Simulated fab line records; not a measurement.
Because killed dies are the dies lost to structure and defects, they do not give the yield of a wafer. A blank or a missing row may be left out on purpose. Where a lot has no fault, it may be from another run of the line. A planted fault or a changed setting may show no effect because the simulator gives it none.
Matching of chambers + flow nand-harc + 3 sister chambers for NHARC_A_M0_DEP_32 on pecvd-01
The step deposits SiCN, target thk 30 nm. 6 wafers are shown with their chamber, then 8 later ones without.

== WAFERS WITH THEIR CHAMBER ==
| wafer  | chamber | heater-power-w (W) |
|--------|---------|--------------------|
| L086.2 | 2       | 719                |
| L086.6 | 0       | 632                |
| L089.1 | 0       | 663                |
| L089.2 | 2       | 665                |
| L089.4 | 1       | 476                |
| L093.1 | 1       | 569                |

== WAFERS WITH NO CHAMBER GIVEN ==
| wafer  | heater-power-w (W) |
|--------|--------------------|
| L093.3 | 694                |
| L093.6 | 627                |
| L096.2 | 593                |
| L096.4 | 655                |
| L096.6 | 672                |
| L097.2 | 592                |
| L097.4 | 659                |
| L097.5 | 514                |

== WHICH CHAMBER EACH ONE RAN IN ==
| wafer  | from the rows above          | in truth |
|--------|------------------------------|----------|
| L093.3 | can't be placed: 2 or 0      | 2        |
| L093.6 | can't be placed: 0 or 2 or 1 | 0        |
| L096.2 | can't be placed: 0 or 1 or 2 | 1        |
| L096.4 | can't be placed: 0 or 2      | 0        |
| L096.6 | can't be placed: 2 or 0      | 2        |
| L097.2 | can't be placed: 0 or 1 or 2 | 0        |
| L097.4 | can't be placed: 0 or 2      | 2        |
| L097.5 | 1                            | 1        |
Correctly placed: 1 of 8. Can't be placed from these rows: 7 (the true chamber is among the candidates in 7). Number placed wrongly: 0.
How it was worked out, from the rows above alone: a wafer's distance from a chamber is the root of the sum, over the readings, of the square of ((its reading less the chamber's mean) divided by the reading's scatter). The wafer belongs to the nearest chamber; if the next one is less than 2 further off, it can't be placed. The mean given for a chamber averages the wafers shown for that chamber. The scatter: take each reading less its chamber's mean, square it, sum over the shown wafers, divide by the number of wafers less the number of chambers, and take the root.
